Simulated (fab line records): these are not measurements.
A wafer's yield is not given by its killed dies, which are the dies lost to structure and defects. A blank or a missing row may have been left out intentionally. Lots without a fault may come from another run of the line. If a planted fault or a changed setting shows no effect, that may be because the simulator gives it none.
Chamber matching :: flow n5Finfet :: N5_BEOL_M10_CMP_52 on cmp-03: 4 sister chambers
The step polishes, stops on SiCOH lowk, t overpolish 7 s, target thk 140 nm. 4 wafers are shown with their chamber, then 9 later ones without.

== WAFERS, EACH WITH ITS CHAMBER ==
wafer: L085.3
chamber: 2
motorCurrentA (A): 6.3

wafer: L092.2
chamber: 0
motorCurrentA (A): 5.6

wafer: L092.4
chamber: 1
motorCurrentA (A): 8.7

wafer: L092.5
chamber: 3
motorCurrentA (A): 5.8

== WAFERS WITHOUT THEIR CHAMBER ==
wafer: L095.1
motorCurrentA (A): 8.4

wafer: L095.3
motorCurrentA (A): 6.3

wafer: L095.5
motorCurrentA (A): 5.5

wafer: L096.2
motorCurrentA (A): 8.5

wafer: L096.4
motorCurrentA (A): 6.5

wafer: L096.6
motorCurrentA (A): 5.3

wafer: L097.2
motorCurrentA (A): 8.3

wafer: L097.3
motorCurrentA (A): 5.5

wafer: L097.4
motorCurrentA (A): 6.2

== WHICH CHAMBER EACH WENT THROUGH ==
wafer: L095.1
from the rows above: 1
in truth: 1

wafer: L095.3
from the rows above: 2
in truth: 2

wafer: L095.5
from the rows above: can't be placed: 0 or 3
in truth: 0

wafer: L096.2
from the rows above: 1
in truth: 1

wafer: L096.4
from the rows above: 2
in truth: 2

wafer: L096.6
from the rows above: can't be placed: 0 or 3
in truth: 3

wafer: L097.2
from the rows above: 1
in truth: 1

wafer: L097.3
from the rows above: can't be placed: 0 or 3
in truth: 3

wafer: L097.4
from the rows above: can't be placed: 2 or 3
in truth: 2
5 of 9 placed correctly. From these rows, 4 cannot be placed; in 4 the true chamber is one of the candidates. Placed wrongly: 0.
How it was worked out, from the rows above alone: a wafer's distance from a chamber is the root of the sum, over the readings, of the square of ((its reading less the chamber's mean) divided by the reading's scatter). If the next closest chamber is less than 2 further off than the closest, the wafer can't be placed; otherwise it belongs to the closest. A chamber's mean is the mean of its shown wafers. The scatter: root of mean squared gap, hidden wafer to nearest shown wafer, with one shown wafer a chamber.
